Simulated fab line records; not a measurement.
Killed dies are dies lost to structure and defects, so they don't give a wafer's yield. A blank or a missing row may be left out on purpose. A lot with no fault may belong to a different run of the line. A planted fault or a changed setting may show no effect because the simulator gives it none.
fab line records | flow nandHarc | part 1 of 2: steps 1 to 4 of 6
[record] lots = 23 wafers = 69 lastDay = 34
route steps=1302 shown A_CHANNEL_FILL_D2@633 A_STAIRCASE@650
lots that met no fault: from a run of the same line without faults
startH: hours from the record's opening day to when the first of the lot's shown wafers began | waitH: how many hours have passed since the lot's step before this one | " the same as in the row above | L1.1+2: one row covering several wafers at once | - no value, or no start was given | * or withheld: withheld | < > ~ a bound
route shown NAME@n: names a module that has steps shown in the file, with the first one's number in the route | usual: mean/standard deviation of fault-free wafers | same: alike in all rows | chamber/n: place in a boat | sites: readings site by site | _std_site: the standard deviation of these | _edge_site: mean of outer sites minus mean of inner sites | radiusMm: how far each site lies from the wafer's centre | mask NAME#n: copy n | behind: the last tool/chamber to shape the wafer | hold: the reason the lot was held/the length of the hold in hours/how it ended | device: which transistor (n, p or np) failed to switch | end of line: at the end of the route, the tests of the same wafers | step lacking rows: just its recipe | killed: at the first sort, the dies lost to defects and structure; wafer yield is something else | map: a wafer's dies, x killed, . not, _ none there
set.NAME: setting as actually run; set.NAME@STEP: the setting as run at that earlier step | model.NAME: the simulator's own value behind a step, which no gauge read
the route's steps for a sample of lots (tables are steps, rows are wafers)
services: a tool's chamber out of use, with start hour (startH, from the record's first day; less than 0 if before it), hours out, and reason
[[steps]]
[step NHARC_A_CHANNEL_FILL_D2_CMP_10]
[recipe] targetThkNm = 150
[usual] motorCurrentA = 12.2/1 timeToEndpointS = 15.8/2.5
// columns lot.wafer tool chamber startH waitH motorCurrentA timeToEndpointS
L074.4 cmp-04 2 347.84 0.4 12.6 16.2
L074.6 " 3 " " 11.2 14.9
L074.5 " 0 " " 11.4 18.0
L076.2 cmp-01 3 360.66 0.4 11.9 16.0
L076.1 " 0 " " 12.5 17.3
L076.5 " 3 " " 11.6 13.6
L077.1 cmp-04 2 376.73 0.4 13.0 16.0
L077.4 " 1 " " 11.5 15.5
L077.6 " 2 " " 12.6 16.7
L078.1 cmp-02 1 382.43 0.4 12.1 14.4
L078.3 " 2 " " 11.6 11.8
L078.6 " 1 " " 12.5 9.8
L079.1 cmp-04 1 382.45 0.4 11.5 15.3
L079.3 " 2 " " 12.2 15.6
L079.5 " 0 " " 11.4 17.1
L080.2 cmp-04 1 403.08 0.4 11.4 14.6
L080.3 " 3 " " 11.2 16.9
L080.6 " 1 " " 11.9 16.8
L081.3 cmp-01 3 403.10 0.4 12.0 16.1
L081.1 " 0 " " 12.2 16.2
L081.5 " 3 " " 12.0 15.3
L082.4 cmp-04 1 430.25 0.4 11.6 13.4
L082.2 " 3 " " 10.9 15.8
L082.5 " 1 " " 12.0 13.1
L083.4 cmp-02 3 430.25 0.4 14.6 14.1
L083.2 " 0 " " 12.8 12.5
L083.1 " 1 " " 12.0 16.5
L085.3 cmp-04 3 451.98 0.4 11.4 20.5
L085.5 " 2 " " 12.5 18.3
L085.6 " 3 " " 10.8 16.6
L084.2 cmp-02 0 452.00 0.4 12.8 14.4
L084.6 " 2 " " 11.7 15.2
L084.5 " 3 " " 14.6 18.8
L086.2 cmp-02 2 471.61 0.4 11.6 16.6
L086.6 " 2 " " 11.0 18.5
L086.5 " 3 " " 14.1 21.3
L087.1 cmp-01 1 471.66 0.4 11.5 20.4
L087.6 " 3 " " 12.6 18.4
L087.5 " 0 " " 12.5 22.5
L089.3 cmp-02 0 498.29 0.4 13.6 17.6
L089.1 " 1 " " 12.7 17.5
L089.5 " 3 " " 13.8 19.8
L088.3 cmp-04 0 498.40 0.5 10.9 16.1
L088.6 " 0 " " 11.5 13.8
L088.5 " 1 " " 12.0 16.7
L090.1 cmp-02 2 509.40 0.4 11.6 13.1
L090.2 " 3 " " 14.2 14.1
L090.6 " 2 " " 11.9 14.2
L091.1 cmp-02 2 509.55 0.5 11.6 18.3
L091.3 " 0 " " 13.0 15.4
L091.5 " 2 " " 11.0 19.4
L092.4 cmp-02 1 529.52 0.4 12.3 17.2
L092.2 " 2 " " 11.2 15.5
L092.3 " 3 " " 14.8 15.6
L093.2 cmp-02 2 547.74 0.4 11.5 15.1
L093.5 " 1 " " 12.8 15.1
L093.6 " 2 " " 11.3 12.7
L094.4 cmp-04 1 547.84 0.5 12.3 16.9
L094.2 " 2 " " 13.0 12.4
L094.5 " 1 " " 12.3 15.4
L095.3 cmp-01 2 547.88 0.5 11.0 9.4
L095.1 " 3 " " 11.9 15.0
L095.6 " 1 " " 12.5 9.7
L096.1 cmp-02 2 563.38 0.4 12.2 14.6
L096.3 " 3 " " 13.5 15.7
L096.2 " 1 " " 12.7 15.1
L097.3 cmp-04 3 583.37 0.4 11.4 20.1
L097.1 " 1 " " 11.5 19.1
L097.2 " 2 " " 13.0 16.8
[step NHARC_A_STAIRCASE_DESCUM_168]
[recipe] timeS = 3 o2FlowSccm = 200 arFlowSccm = 0 biasPowerW = 0 chemistry = O2
[usual] drypumpMotorCurrentA = 5.74/0.28 oesProductAu = 1.002/0.009 rfVppV = 57.6/0.8 showerheadPlenumPTorr = 1.88/0.08 throttleValvePct = 11.312/0.0088
[same] biasPowerW = 0
// columns lot.wafer tool chamber startH waitH drypumpMotorCurrentA oesProductAu rfHoursCounterH rfVppV showerheadPlenumPTorr throttleValvePct
L074.4 rieDiel-08 1 349.42 - 5.48 1.011 - 58.1 2.06 11.304
L074.6 " 2 " " 5.85 0.998 - 58.6 1.82 11.318
L074.5 " 3 " " 5.94 1.002 - 58.2 1.87 11.302
L076.1 rieDiel-10 0 362.32 - 5.80 0.993 29 57.2 1.89 11.301
L076.2 " 2 " " 5.18 1.006 29 58.5 1.93 11.307
L076.5 " 1 " " 5.60 0.989 - 57.2 1.77 11.315
L077.1 rieDiel-01 1 378.94 - 6.09 0.992 54 56.7 1.88 11.323
L077.4 " 2 " " 6.08 0.996 57 57.4 1.83 11.313
L077.6 " 1 " " 6.09 0.996 - 56.5 1.88 11.320
L078.1 rieDiel-10 2 384.10 - 5.14 1.000 36 57.7 1.92 11.312
L078.3 " 1 " " 5.60 0.996 34 57.4 1.77 11.319
L078.6 " 2 " " 5.15 1.001 - 59.1 1.92 11.327
L079.3 rieDiel-10 2 384.26 - 5.21 0.995 36 56.9 1.93 11.303
L079.1 " 0 " " 5.87 0.988 35 57.1 1.89 11.316
L079.5 " 2 " " 5.18 1.004 - 57.1 1.93 11.318
L080.2 rieDiel-10 3 404.76 - 6.01 1.020 54 58.4 1.92 11.331
L080.3 " 0 " " 5.87 0.992 46 57.3 1.89 11.312
L080.6 " 2 " " 5.17 1.003 - 56.9 1.92 11.316
L081.3 rieDiel-10 3 404.92 - 6.01 1.002 54 57.5 1.92 11.320
L081.1 " 0 " " 5.83 0.997 46 57.2 1.89 11.306
L081.5 " 2 " " 5.15 1.001 - 57.3 1.92 11.319
L083.1 rieDiel-08 2 432.07 - 5.84 1.010 21 58.3 1.81 11.328
L083.4 " 3 " " 5.93 1.003 18 58.3 1.86 11.307
L083.2 " 0 " " 5.74 0.983 20 57.9 1.77 11.318
L082.4 rieDiel-08 0 432.12 - 5.75 0.993 20 57.6 1.77 11.308
L082.2 " 3 " " 5.90 0.998 18 57.6 1.86 11.316
L082.5 " 0 " " 5.75 0.988 - 58.7 1.77 11.308
L084.2 rieDiel-01 3 453.63 - 5.66 1.000 20 58.2 1.84 11.325
L084.5 " 1 " " 6.06 1.014 - 58.0 1.87 11.321
L084.6 " 2 " " 6.12 1.001 - 56.5 1.82 11.318
L085.3 rieDiel-01 3 453.78 - 5.67 0.993 20 57.1 1.84 11.321
L085.5 " 2 " " 6.10 0.990 - 57.0 1.82 11.301
L085.6 " 3 " " 5.69 0.993 - 58.6 1.84 11.309
L086.2 rieDiel-01 0 473.40 - 5.50 0.999 41 56.7 1.86 11.315
L086.5 " 3 " " 5.65 1.007 - 57.5 1.83 11.307
L086.6 " 0 " " 5.48 1.002 - 57.8 1.86 11.314
L087.1 rieDiel-01 3 473.44 - 5.67 1.006 31 56.6 1.83 11.326
L087.5 " 3 " " 5.63 0.999 - 57.7 1.83 11.300
L087.6 " 0 " " 5.47 0.996 - 58.7 1.86 11.309
L089.3 rieDiel-10 2 499.93 - 5.23 1.000 17 57.3 1.91 11.300
L089.1 " 3 " " 6.01 0.994 15 56.4 1.91 11.311
L089.5 " 3 " " 6.01 0.991 - 56.8 1.91 11.311
L088.3 rieDiel-08 3 500.12 - 5.92 1.007 35 56.6 1.86 11.314
L088.6 " 1 " " 5.46 1.027 - 58.6 2.04 11.321
L088.5 " 2 " " 5.84 1.008 - 57.1 1.81 11.325
L090.1 rieDiel-01 1 511.19 - 6.09 1.006 50 56.8 1.87 11.309
L090.2 " 3 " " 5.67 1.008 45 58.3 1.83 11.292
L090.6 " 1 " " 6.09 1.010 - 57.1 1.87 11.319
L091.1 rieDiel-01 1 511.28 - 6.07 1.010 50 57.6 1.87 11.319
L091.3 " 2 " " 6.12 0.994 40 57.5 1.81 11.322
L091.5 " 3 " " 5.67 1.007 - 56.4 1.83 11.311
L092.2 rieDiel-08 3 531.04 - 5.92 0.993 48 55.9 1.85 11.311
L092.3 " 0 " " 5.74 0.999 50 57.3 1.77 11.308
L092.4 " 1 " " 5.48 1.020 51 58.3 2.04 11.309
L093.2 rieDiel-01 3 549.60 - 5.68 1.003 56 57.2 1.83 11.307
L093.6 " 2 " " 6.09 1.004 - 56.2 1.81 11.321
L093.5 " 3 " " 5.65 1.005 - 57.2 1.83 11.331
L094.4 rieDiel-01 0 549.75 - 5.49 0.991 63 58.4 1.85 11.325
L094.2 " 2 " " 6.09 1.009 52 57.6 1.81 11.312
L094.5 " 1 " " 6.08 1.009 - 56.0 1.86 11.329
L095.1 rieDiel-10 2 550.18 - 5.16 1.011 40 58.4 1.91 11.316
L095.3 " 0 " " 5.86 1.000 34 58.4 1.88 11.320
L095.6 " 2 " " 5.13 1.011 - 57.3 1.91 11.301
L096.2 rieDiel-08 1 565.05 - 5.48 1.003 1 57.4 2.03 11.313
L096.1 " 2 " " 5.86 0.988 1 58.2 1.80 11.303
L096.3 " 0 " " 5.76 0.997 1 59.0 2.08 11.314
L097.2 rieDiel-08 0 585.21 - 5.73 1.018 10 58.3 2.07 11.321
L097.1 " 1 " " 5.47 1.012 10 57.8 2.03 11.318
L097.3 " 3 " " 5.93 1.006 9 57.4 1.85 11.304
[step NHARC_A_STAIRCASE_TRIM_16]
[recipe] timeS = 211.2 o2FlowSccm = 500 arFlowSccm = 0 biasW = 0 chemistry = O2
[usual] drypumpMotorCurrentA = 5.75/0.28 oesProductAu = 1.003/0.0087 rfVppV = 57.6/0.87 showerheadPlenumPTorr = 3.49/0.15 throttleValvePct = 17.037/0.01
// columns lot.wafer tool chamber startH waitH drypumpMotorCurrentA oesProductAu rfHoursCounterH rfVppV showerheadPlenumPTorr throttleValvePct
L074.4 rieDiel-01 0 - - 5.50 0.992 49 57.9 3.47 17.053
L074.5 " 0 " " 5.47 0.995 - 57.4 3.47 17.055
L074.6 " 1 " " 6.09 1.013 - 56.6 3.48 17.026
L076.2 rieDiel-01 1 - - 6.08 1.004 48 58.7 3.48 17.048
L076.1 " 2 " " 6.10 0.991 52 57.6 3.38 17.042
L076.5 " 2 " " 6.12 0.997 - 57.0 3.38 17.049
L077.4 rieDiel-08 1 - - 5.50 1.020 0 59.1 3.77 17.054
L077.1 " 3 " " 5.93 1.010 0 58.0 3.45 17.039
L077.6 " 2 " " 5.87 1.015 - 59.0 3.36 17.044
L078.3 rieDiel-10 1 - - 5.61 0.981 35 57.3 3.28 17.033
L078.1 " 3 " " 6.03 1.017 44 57.7 3.54 17.039
L078.6 " 2 " " 5.22 0.997 - 56.9 3.55 17.066
L079.3 rieDiel-10 2 - - 5.19 1.004 38 58.7 3.55 17.017
L079.1 " 0 " " 5.82 0.988 37 57.2 3.49 17.038
L079.5 " 2 " " 5.19 0.989 - 58.2 3.55 17.048
L080.2 rieDiel-08 2 - - 5.85 1.011 12 55.9 3.36 17.040
L080.3 " 3 " " 5.91 1.007 10 57.0 3.45 17.036
L080.6 " 3 " " 5.93 1.009 - 58.0 3.45 17.017
L081.1 rieDiel-01 1 - - 6.10 1.014 8 58.4 3.47 17.030
L081.3 " 0 " " 5.49 0.988 7 55.9 3.46 17.034
L081.5 " 1 " " 6.10 1.011 - 57.8 3.47 17.037
L083.2 rieDiel-10 3 - - 6.01 1.007 0 58.4 3.53 17.026
L083.1 " 1 " " 5.61 1.010 0 56.7 3.81 17.043
L083.4 " 1 " " 5.64 1.000 - 60.1 3.81 17.031
L082.2 rieDiel-08 0 - - 5.78 0.984 21 56.3 3.29 17.030
L082.4 " 1 " " 5.51 1.018 22 58.1 3.76 17.035
L082.5 " 0 " " 5.75 0.985 - 57.4 3.29 17.029
L084.2 rieDiel-08 0 - - 5.76 0.993 26 57.1 3.29 17.040
L084.5 " 2 " " 5.83 1.003 - 56.9 3.35 17.023
L084.6 " 3 " " 5.92 0.999 - 58.6 3.44 17.042
L085.3 rieDiel-08 2 - - 5.87 1.011 26 58.4 3.35 17.019
L085.5 " 0 " " 5.77 0.989 - 58.1 3.29 17.030
L085.6 " 1 " " 5.50 1.001 - 58.2 3.75 17.041
L086.2 rieDiel-10 2 - - 5.19 1.007 14 56.9 3.53 17.047
L086.5 " 1 " " 5.61 1.009 - 58.6 3.80 17.035
L086.6 " 2 " " 5.21 1.020 - 56.7 3.53 17.041
L087.1 rieDiel-01 2 - - 6.13 1.002 30 57.2 3.36 17.042
L087.6 " 2 " " 6.10 1.012 - 58.3 3.36 17.037
L087.5 " 3 " " 5.68 0.998 - 58.2 3.39 17.038
L089.1 rieDiel-10 1 - - 5.64 1.011 20 57.6 3.80 17.025
L089.3 " 3 " " 6.00 1.014 16 58.8 3.52 17.038
L089.5 " 1 " " 5.64 1.015 - 57.0 3.80 17.048
L088.3 rieDiel-10 1 - - 5.59 1.001 20 58.8 3.80 17.031
L088.6 " 2 " " 5.22 1.006 - 56.7 3.53 17.022
L088.5 " 3 " " 5.99 1.001 - 58.0 3.52 17.041
L090.2 rieDiel-10 0 - - 5.84 1.002 22 58.1 3.47 17.032
L090.1 " 2 " " 5.19 1.019 24 57.0 3.53 17.037
L090.6 " 3 " " 6.02 1.006 - 57.5 3.52 17.034
L091.1 rieDiel-01 2 - - 6.12 1.004 40 56.8 3.36 17.025
L091.3 " 3 " " 5.69 1.003 45 59.1 3.38 17.051
L091.5 " 2 " " 6.09 1.007 - 58.2 3.36 17.013
L092.4 rieDiel-08 0 - - 5.75 1.001 52 56.0 3.27 17.030
L092.2 " 1 " " 5.49 1.022 53 58.4 3.74 17.044
L092.3 " 2 " " 5.86 1.003 53 57.5 3.34 17.045
L093.2 rieDiel-10 1 - - 5.64 1.005 38 59.6 3.79 17.049
L093.6 " 3 " " 6.00 0.994 - 57.5 3.51 17.025
L093.5 " 0 " " 5.84 1.001 - 57.9 3.46 17.048
L095.1 rieDiel-01 2 - - 6.11 0.992 54 57.9 3.35 17.039
L095.3 " 0 " " 5.51 0.983 65 55.8 3.43 17.040
L095.6 " 2 " " 6.10 0.996 - 58.1 3.35 17.026
L094.4 rieDiel-10 3 - - 6.01 1.008 39 57.7 3.51 17.050
L094.2 " 1 " " 5.61 0.993 38 58.3 3.79 17.033
L094.5 " 3 " " 6.01 0.994 - 56.3 3.51 17.049
L096.3 rieDiel-08 2 - - 5.84 0.999 2 57.9 3.33 17.039
L096.1 " 3 " " 5.92 0.997 1 57.4 3.42 17.022
L096.2 " 0 " " 5.75 1.011 1 58.9 3.81 17.026
L097.2 rieDiel-10 1 - - 5.58 1.002 52 59.6 3.78 17.025
L097.1 " 2 " " 5.22 1.003 54 57.4 3.51 17.048
L097.3 " 3 " " 6.03 1.006 49 56.5 3.50 17.030
[step NHARC_A_STAIRCASE_TRIM_26]
[recipe] timeS = 211.2 o2FlowSccm = 500 arFlowSccm = 0 biasW = 0 chemistry = O2
[usual] drypumpMotorCurrentA = 5.72/0.28 oesProductAu = 1.001/0.0094 rfVppV = 57.7/0.91 showerheadPlenumPTorr = 3.49/0.14 throttleValvePct = 17.037/0.009
// columns lot.wafer tool chamber startH waitH drypumpMotorCurrentA oesProductAu rfHoursCounterH rfVppV showerheadPlenumPTorr throttleValvePct
L074.4 rieDiel-01 2 - - 6.14 1.010 50 58.2 3.38 17.047
L074.6 " 1 " " 6.08 1.001 - 58.4 3.48 17.042
L074.5 " 2 " " 6.15 1.006 - 57.9 3.38 17.047
L076.1 rieDiel-08 1 - - 5.51 0.996 63 56.9 3.77 17.043
L076.2 " 3 " " 5.97 0.998 49 56.9 3.45 17.018
L076.5 " 1 " " 5.51 1.010 - 57.5 3.77 17.028
L077.1 rieDiel-10 0 - - 5.82 0.989 35 58.1 3.49 17.026
L077.4 " 1 " " 5.61 0.987 34 57.1 3.28 17.039
L077.6 " 1 " " 5.62 0.990 - 57.3 3.28 17.048
L078.1 rieDiel-08 3 - - 5.94 1.001 2 57.4 3.45 17.035
L078.3 " 1 " " 5.50 1.020 3 57.7 3.77 17.041
L078.6 " 0 " " 5.75 0.984 - 57.7 3.30 17.043
L079.1 rieDiel-10 1 - - 5.62 0.994 36 57.5 3.28 17.052
L079.3 " 2 " " 5.24 0.992 39 57.5 3.55 17.022
L079.5 " 0 " " 5.87 0.990 - 58.4 3.49 17.022
L080.2 rieDiel-10 3 - - 6.01 1.008 54 56.5 3.53 17.026
L080.3 " 1 " " 5.62 0.989 42 58.0 3.28 17.034
L080.6 " 3 " " 6.01 1.006 - 58.3 3.53 17.033
L081.3 rieDiel-10 0 - - 5.86 0.992 47 56.5 3.48 17.041
L081.1 " 2 " " 5.19 0.997 47 58.1 3.54 17.037
L081.5 " 1 " " 5.64 0.989 - 57.2 3.28 17.029
L083.2 rieDiel-10 0 - - 5.87 0.987 1 56.9 3.48 17.033
L083.1 " 1 " " 5.58 1.007 1 58.5 3.81 17.033
L083.4 " 2 " " 5.18 1.001 0 58.8 3.54 17.040
L082.4 rieDiel-01 1 - - 6.11 0.994 22 59.1 3.46 17.034
L082.2 " 2 " " 6.10 0.996 16 57.1 3.37 17.034
L082.5 " 0 " " 5.43 0.992 - 57.3 3.45 17.037
L085.3 rieDiel-08 3 - - 5.94 0.998 24 57.2 3.44 17.039
L085.6 " 0 " " 5.74 0.986 - 56.7 3.29 17.046
L085.5 " 1 " " 5.47 1.022 - 58.5 3.75 17.043
L084.2 rieDiel-10 1 - - 5.64 1.008 10 59.7 3.80 17.029
L084.5 " 2 " " 5.22 1.016 - 58.1 3.54 17.058
L084.6 " 3 " " 6.01 0.995 - 56.3 3.53 17.034
L086.2 rieDiel-10 3 - - 6.00 1.000 12 57.9 3.53 17.040
L086.6 " 1 " " 5.59 1.006 - 58.6 3.80 17.062
L086.5 " 2 " " 5.18 1.001 - 58.0 3.53 17.041
L087.1 rieDiel-01 2 - - 6.13 1.020 31 57.7 3.36 17.031
L087.6 " 3 " " 5.67 1.011 - 56.8 3.39 17.022
L087.5 " 0 " " 5.50 1.003 - 56.8 3.44 17.044
L088.3 rieDiel-01 2 - - 6.13 0.992 36 58.2 3.36 17.025
L088.5 " 3 " " 5.70 1.009 - 56.8 3.39 17.023
L088.6 " 0 " " 5.47 0.992 - 59.2 3.43 17.030
L089.3 rieDiel-08 1 - - 5.50 1.022 43 59.2 3.75 17.038
L089.1 " 2 " " 5.89 0.997 39 57.3 3.34 17.037
L089.5 " 1 " " 5.49 1.018 - 58.5 3.75 17.035
L091.1 rieDiel-01 1 - - 6.11 0.995 51 58.2 3.45 17.034
L091.3 " 2 " " 6.12 1.003 41 57.4 3.36 17.037
L091.5 " 0 " " 5.46 0.996 - 57.7 3.43 17.036
L090.1 rieDiel-10 2 - - 5.18 1.009 25 56.9 3.53 17.026
L090.2 " 3 " " 5.99 1.001 23 57.3 3.52 17.037
L090.6 " 1 " " 5.64 1.007 - 58.1 3.79 17.064
L092.2 rieDiel-01 0 - - 5.46 0.981 60 57.7 3.43 17.030
L092.3 " 1 " " 6.08 1.004 58 57.1 3.44 17.034
L092.4 " 2 " " 6.13 0.996 49 58.9 3.35 17.041
L093.2 rieDiel-01 2 - - 6.12 1.004 54 57.5 3.35 17.039
L093.6 " 1 " " 6.11 1.003 - 57.2 3.44 17.039
L093.5 " 2 " " 6.12 1.000 - 58.2 3.35 17.036
L095.1 rieDiel-10 2 - - 5.21 1.005 42 57.6 3.52 17.033
L095.3 " 3 " " 6.02 1.009 39 57.6 3.51 17.023
L095.6 " 2 " " 5.17 1.007 - 57.4 3.52 17.047
L094.2 rieDiel-10 0 - - 5.81 0.991 36 58.8 3.46 17.035
L094.4 " 2 " " 5.22 1.006 42 57.2 3.52 17.054
L094.5 " 0 " " 5.85 0.991 - 58.1 3.46 17.038
L096.3 rieDiel-08 1 - - 5.51 1.007 2 58.3 3.73 17.042
L096.1 " 2 " " 5.88 1.003 2 56.7 3.33 17.046
L096.2 " 3 " " 5.90 0.999 1 56.4 3.42 17.047
L097.1 rieDiel-10 2 - - 5.16 1.018 54 57.4 3.51 17.020
L097.3 " 3 " " 6.00 0.998 50 57.1 3.50 17.033
L097.2 " 1 " " 5.58 1.002 53 59.4 3.78 17.060
